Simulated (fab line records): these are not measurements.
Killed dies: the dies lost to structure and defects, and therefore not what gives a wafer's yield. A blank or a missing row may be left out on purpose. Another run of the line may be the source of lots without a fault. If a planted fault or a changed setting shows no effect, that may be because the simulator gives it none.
fab line records	flow nand_harc
[record] lots = 14	wafers = 42	last_day = 33
route steps=1302 shown A_BLC@1130 A_M0@1144
lots with no fault: from the same line, run without faults
start_h: the number of hours between the record's first day and the start of the first shown wafer of the lot	wait_h: how many hours have passed since the lot's step before this one	" same as the row above	L1.1+2: a row that stands for several wafers	- either no value or no given start	* or withheld: withheld	< > ~ a bound
route shown NAME@n: names a module that has steps shown in the file, with the first one's number in the route	usual: the fault-free wafers' mean and standard deviation	same: alike in all rows	chamber/n: place in a boat	sites: the reading at each site	_std_site: the standard deviation of these	_edge_site: mean of outer sites minus mean of inner sites	radius_mm: for every site, how far away it sits from the centre of the wafer	mask NAME#n: copy n	behind: the last tool/chamber to shape the wafer	hold: why the lot went on hold/how many hours it stayed there/how the hold came to an end	device: names the non-switching transistor (n, p or np)	end of line: at the end of the route, the tests of the same wafers	a step without rows: its recipe alone	killed: count of dies lost to structure and defects at first sort (not the wafer's yield)	map: a wafer's dies, x killed, . not, _ none there
set.NAME: setting as actually run; set.NAME@STEP: the setting as run at that earlier step	model.NAME: the simulator's own value behind a step, which no gauge read
one table for each step of the route and one row for each wafer, over a sample of lots
services: a tool's chamber out of use, with start hour (start_h, from the record's first day; less than 0 if before it), hours out, and reason
[[steps]]
[step NHARC_A_BLC_PVD_32]
[recipe] target_thk_a = 50	chamber_pressure_pa = 5	power_w = 5000	substrate_temp_c = 200	time_s = 17.7	material = Ti
[usual] throttle_valve_pct = 30.0/0.8
[same] time_s = 17.7
lot.wafer	tool	chamber	start_h	wait_h	throttle_valve_pct
L534.2	pvd_sputter-02	-	-	-	30.9
L534.4	"	-	"	"	28.6
L534.1	"	-	"	"	29.9
L535.2	pvd_sputter-01	-	-	-	30.1
L535.5	"	-	"	"	29.4
L535.6	"	-	"	"	29.3
L537.3	pvd_sputter-01	-	-	-	29.2
L537.2	"	-	"	"	28.7
L537.6	"	-	"	"	30.1
L541.4	pvd_sputter-02	-	-	-	31.7
L541.3	"	-	"	"	29.7
L541.6	"	-	"	"	29.5
L542.1	pvd_sputter-01	-	-	-	30.0
L542.4	"	-	"	"	30.4
L542.6	"	-	"	"	30.1
L540.3	pvd_sputter-03	-	-	-	30.2
L540.1	"	-	"	"	30.5
L540.5	"	-	"	"	29.9
L546.3	pvd_sputter-03	-	-	-	29.2
L546.5	"	-	"	"	29.1
L546.6	"	-	"	"	30.6
L549.3	pvd_sputter-02	-	-	-	29.9
L549.1	"	-	"	"	30.0
L549.6	"	-	"	"	31.9
L548.4	pvd_sputter-01	-	-	-	29.4
L548.5	"	-	"	"	30.0
L548.6	"	-	"	"	29.2
L551.3	pvd_sputter-03	-	-	-	30.4
L551.4	"	-	"	"	28.8
L551.6	"	-	"	"	30.6
L554.4	pvd_sputter-02	-	-	-	31.8
L554.1	"	-	"	"	30.0
L554.2	"	-	"	"	28.8
L552.1	pvd_sputter-02	-	-	-	29.1
L552.3	"	-	"	"	31.9
L552.2	"	-	"	"	29.8
L557.3	pvd_sputter-03	-	-	-	29.7
L557.2	"	-	"	"	28.7
L557.6	"	-	"	"	29.5
L556.1	pvd_sputter-01	-	-	-	29.4
L556.2	"	-	"	"	30.0
L556.6	"	-	"	"	30.5
[step NHARC_A_BLC_ALD_23]
[recipe] target_thk_a = 30	pulse_time_s = 1	ald_cycles = 150	temp_c = 450	material = TiN
[usual] heater_power_outer_w = 696/56	heater_power_w = 1090/75	precursor_pulse_height_rel = 1.001/0.019
lot.wafer	tool	chamber	start_h	wait_h	heater_power_outer_w	heater_power_w	precursor_pulse_height_rel
L534.1	ald_metal-01	1	506.45	-	685	1044	0.995
L534.2	"	2	"	"	676	1005	1.009
L534.4	"	3	"	"	849	1399	1.022
L535.2	ald_metal-03	0	526.28	-	651	1041	0.976
L535.5	"	1	"	"	646	1083	1.025
L535.6	"	2	"	"	729	1092	1.012
L537.2	ald_metal-04	2	535.71	-	689	1128	1.023
L537.3	"	3	"	"	712	1180	1.025
L537.6	"	2	"	"	693	1117	1.006
L541.3	ald_metal-04	1	591.03	-	851	1189	1.004
L541.6	"	1	"	"	832	1192	0.999
L541.4	"	0	"	"	638	1022	0.991
L542.1	ald_metal-03	1	594.04	-	638	1066	1.009
L542.4	"	1	"	"	647	1061	0.981
L542.6	"	3	"	"	680	1094	0.987
L540.3	ald_metal-04	1	597.40	-	847	1209	0.992
L540.1	"	3	"	"	735	1162	1.013
L540.5	"	1	"	"	824	1204	1.024
L546.3	ald_metal-01	1	648.23	-	705	1042	1.008
L546.5	"	0	"	"	667	1039	1.015
L546.6	"	2	"	"	659	985	0.987
L549.1	ald_metal-01	1	665.10	-	706	1041	0.965
L549.3	"	0	"	"	690	1014	1.026
L549.6	"	1	"	"	706	1034	0.973
L548.4	ald_metal-04	2	672.73	-	668	1134	0.989
L548.6	"	2	"	"	684	1141	1.025
L548.5	"	3	"	"	700	1102	0.987
L551.3	ald_metal-04	0	693.42	-	665	1075	1.003
L551.4	"	1	"	"	772	1112	0.982
L551.6	"	2	"	"	699	1153	0.970
L554.4	ald_metal-03	0	711.04	-	610	1025	1.004
L554.1	"	2	"	"	687	1058	0.982
L554.2	"	3	"	"	681	1041	1.000
L552.3	ald_metal-04	3	711.28	-	707	1121	1.000
L552.1	"	0	"	"	664	1072	1.014
L552.2	"	1	"	"	773	1129	1.000
L557.2	ald_metal-01	0	736.73	-	659	1025	1.035
L557.3	"	3	"	"	778	1261	1.012
L557.6	"	1	"	"	696	1036	0.991
L556.2	ald_metal-04	1	738.58	-	786	1118	1.003
L556.1	"	2	"	"	682	1188	0.979
L556.6	"	0	"	"	648	1079	1.006
[step NHARC_A_M0_EXPOSE_06]
[recipe] na = 1.35	target_cd_nm = 80	dose_mj = 83.25	mask_id = A_M0
[usual] exposure_dose_mJ_cm2 = 83.14/0.096	focus_offset_nm = 0.0/0.49	na = 1.35/0
lot.wafer	tool	chamber	start_h	wait_h	mask	exposure_dose_mJ_cm2	focus_offset_nm	na
L534.1	arfi_scanner-01	0	508.35	-	A_M0#0	83.22	-0.1	1.35
L534.2	"	0	"	"	A_M0#0	83.17	-0.8	1.35
L534.4	"	0	"	"	A_M0#0	83.32	-0.5	1.35
L535.2	arfi_scanner-02	0	528.15	-	A_M0#0	83.02	0.6	1.35
L535.5	"	0	"	"	A_M0#0	83.02	-0.8	1.35
L535.6	"	0	"	"	A_M0#0	83.14	-0.7	1.35
L537.2	arfi_scanner-03	0	537.47	-	A_M0#0	83.17	0.1	1.35
L537.3	"	0	"	"	A_M0#0	83.29	-0.4	1.35
L537.6	"	0	"	"	A_M0#0	83.20	-0.1	1.35
L541.3	arfi_scanner-01	-	592.99	-	A_M0#0	-	-	-
L541.4	"	-	"	"	A_M0#0	-	-	-
L541.6	"	-	"	"	A_M0#0	-	-	-
L542.1	arfi_scanner-01	-	595.81	-	A_M0#0	-	-	-
L542.4	"	-	"	"	A_M0#0	-	-	-
L542.6	"	-	"	"	A_M0#0	-	-	-
L540.1	arfi_scanner-01	0	599.17	-	A_M0#0	83.18	-0.6	1.35
L540.3	"	0	"	"	A_M0#0	83.26	0.8	1.35
L540.5	"	0	"	"	A_M0#0	83.23	0.7	1.35
L546.3	arfi_scanner-01	0	650.14	-	A_M0#0	83.26	-0.1	1.35
L546.5	"	0	"	"	A_M0#0	83.29	0.8	1.35
L546.6	"	0	"	"	A_M0#0	83.21	1.4	1.35
L549.1	arfi_scanner-03	0	666.91	-	A_M0#0	83.20	0.4	1.35
L549.3	"	0	"	"	A_M0#0	83.01	0.6	1.35
L549.6	"	0	"	"	A_M0#0	83.30	1.1	1.35
L548.4	arfi_scanner-02	0	674.54	-	A_M0#0	83.06	-0.5	1.35
L548.5	"	0	"	"	A_M0#0	82.93	-0.4	1.35
L548.6	"	0	"	"	A_M0#0	83.09	-0.3	1.35
L551.3	arfi_scanner-02	0	695.15	-	A_M0#0	83.12	-0.1	1.35
L551.4	"	0	"	"	A_M0#0	83.07	0.5	1.35
L551.6	"	0	"	"	A_M0#0	83.14	-0.2	1.35
L554.1	arfi_scanner-02	0	712.81	-	A_M0#0	83.06	0.7	1.35
L554.2	"	0	"	"	A_M0#0	82.93	0.6	1.35
L554.4	"	0	"	"	A_M0#0	82.87	-0.5	1.35
L552.1	arfi_scanner-02	0	713.06	-	A_M0#0	83.05	0.8	1.35
L552.2	"	0	"	"	A_M0#0	83.10	0.0	1.35
L552.3	"	0	"	"	A_M0#0	83.05	0.2	1.35
L557.2	arfi_scanner-02	0	738.63	-	A_M0#0	83.03	-0.4	1.35
L557.3	"	0	"	"	A_M0#0	83.05	-0.5	1.35
L557.6	"	0	"	"	A_M0#0	82.96	-0.5	1.35
L556.1	arfi_scanner-01	0	740.46	-	A_M0#0	83.22	-0.1	1.35
L556.2	"	0	"	"	A_M0#0	83.23	0.1	1.35
L556.6	"	0	"	"	A_M0#0	83.33	-0.4	1.35
[step NHARC_A_M0_ETCH_15]
[recipe] target_depth_a = 1500	overetch_a = 150	time_s = 82.5	c4f8_flow_sccm = withheld	ar_flow_sccm = 400	rf_w = 600	bias_w = 300	chemistry = C4F8/Ar
[usual] oes_product_au = 0.954/0.022	rf_vpp_V = 442.2/1.8
[same] time_s = 82.5
lot.wafer	tool	chamber	start_h	wait_h	oes_product_au	rf_hours_counter_h	rf_vpp_V
L534.1	rie_diel-11	1	-	-	0.960	5	443.5
L534.4	"	2	"	"	0.969	5	442.6
L534.2	"	3	"	"	0.984	4	438.4
L535.2	rie_diel-09	3	-	-	0.950	1	442.6
L535.5	"	0	"	"	0.975	-	441.9
L535.6	"	1	"	"	0.969	-	441.2
L537.3	rie_diel-11	1	-	-	0.927	6	442.8
L537.2	"	0	"	"	0.931	5	440.4
L537.6	"	1	"	"	0.928	-	444.2
L541.3	rie_diel-11	1	-	-	0.959	8	441.8
L541.4	"	2	"	"	0.948	9	443.8
L541.6	"	1	"	"	0.969	-	442.4
L542.1	rie_diel-11	2	-	-	0.954	10	442.0
L542.4	"	3	"	"	0.969	8	440.1
L542.6	"	3	"	"	0.974	-	436.9
L540.1	rie_diel-09	2	-	-	0.920	4	444.4
L540.3	"	3	"	"	0.924	4	440.2
L540.5	"	1	"	"	0.944	-	440.2
L546.3	rie_diel-11	2	-	-	0.975	3	443.6
L546.5	"	2	"	"	0.961	-	442.6
L546.6	"	3	"	"	0.985	-	439.1
L549.3	rie_diel-08	3	-	-	0.923	8	440.0
L549.1	"	1	"	"	0.917	7	443.3
L549.6	"	3	"	"	0.926	-	438.5
L548.4	rie_diel-11	1	-	-	0.965	4	442.2
L548.5	"	3	"	"	0.974	-	438.8
L548.6	"	0	"	"	0.955	-	440.3
L551.4	rie_diel-09	3	-	-	0.972	2	439.7
L551.3	"	2	"	"	0.992	2	443.8
L551.6	"	3	"	"	0.978	-	441.8
L554.4	rie_diel-11	2	-	-	0.930	6	442.5
L554.2	"	3	"	"	0.922	6	439.3
L554.1	"	0	"	"	0.915	5	441.5
L552.3	rie_diel-08	0	-	-	0.942	10	444.8
L552.2	"	1	"	"	0.927	10	444.5
L552.1	"	2	"	"	0.928	11	444.8
L557.2	rie_diel-08	3	-	-	0.987	1	440.8
L557.3	"	0	"	"	0.982	1	443.5
L557.6	"	3	"	"	0.980	-	441.0
L556.2	rie_diel-08	0	-	-	0.983	1	444.2
L556.1	"	3	"	"	0.965	1	439.8
L556.6	"	1	"	"	0.987	-	443.4
[[services]]
tool	chamber	start_h	hours	kind
arfi_scanner-02	-	484.00	4.0	pm
rie_diel-08	1	486.17	3.1	repair
arfi_scanner-01	-	488.37	1.4	repair
arfi_scanner-02	-	500.94	7.9	repair
arfi_scanner-01	-	518.05	4.0	pm
ald_metal-01	-	526.00	10.0	pm
pvd_sputter-03	-	526.04	10.0	pm
rie_diel-11	3	526.15	14.8	repair
arfi_scanner-02	-	543.74	1.2	repair
rie_diel-08	-	544.81	9.0	pm
pvd_sputter-01	-	571.49	10.4	repair
pvd_sputter-01	-	582.92	10.0	pm
ald_metal-04	2	585.03	20.9	repair
rie_diel-11	-	609.50	9.0	pm
pvd_sputter-02	-	638.96	10.0	pm
ald_metal-04	-	652.00	10.0	pm
arfi_scanner-02	-	655.59	0.2	repair
arfi_scanner-02	-	656.00	4.0	pm
ald_metal-04	-	679.27	1.3	repair
pvd_sputter-02	-	683.60	11.2	repair
arfi_scanner-01	-	690.05	4.0	pm
pvd_sputter-01	-	710.34	7.1	repair
arfi_scanner-02	-	726.23	0.2	repair
pvd_sputter-02	-	727.74	30.5	repair
[[key]]
[first_sign] step = NHARC_A_M0_EXPOSE_06	reading = tool_record	direction = missing
effect none on later readings
met_at NHARC_A_M0_EXPOSE_06
struck_lots L541,L542
later_rows_left_out L541.3,L541.4,L541.6,L542.1,L542.4,L542.6
sort_left_out L541.3,L541.4,L541.6,L542.1,L542.4,L542.6
not_acting_at NHARC_A_BLC_PVD_32,NHARC_A_BLC_ALD_23,NHARC_A_M0_ETCH_15
onset_between 508.35 592.99
[fault] kind = skipped_step_whole	tool = arfi_scanner-01	chamber = -	onset_h = 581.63	steps = NHARC_A_M0_EXPOSE_06	scope = struck_lots_only
// sort_left_out: the simulated sort isn't trusted on such a fault, so these wafers' sort isn't shown, and their yield isn't known
// later_rows_left_out: the simulator's readings of these wafers behind a module that went badly wrong aren't trusted and aren't shown, but for the sort
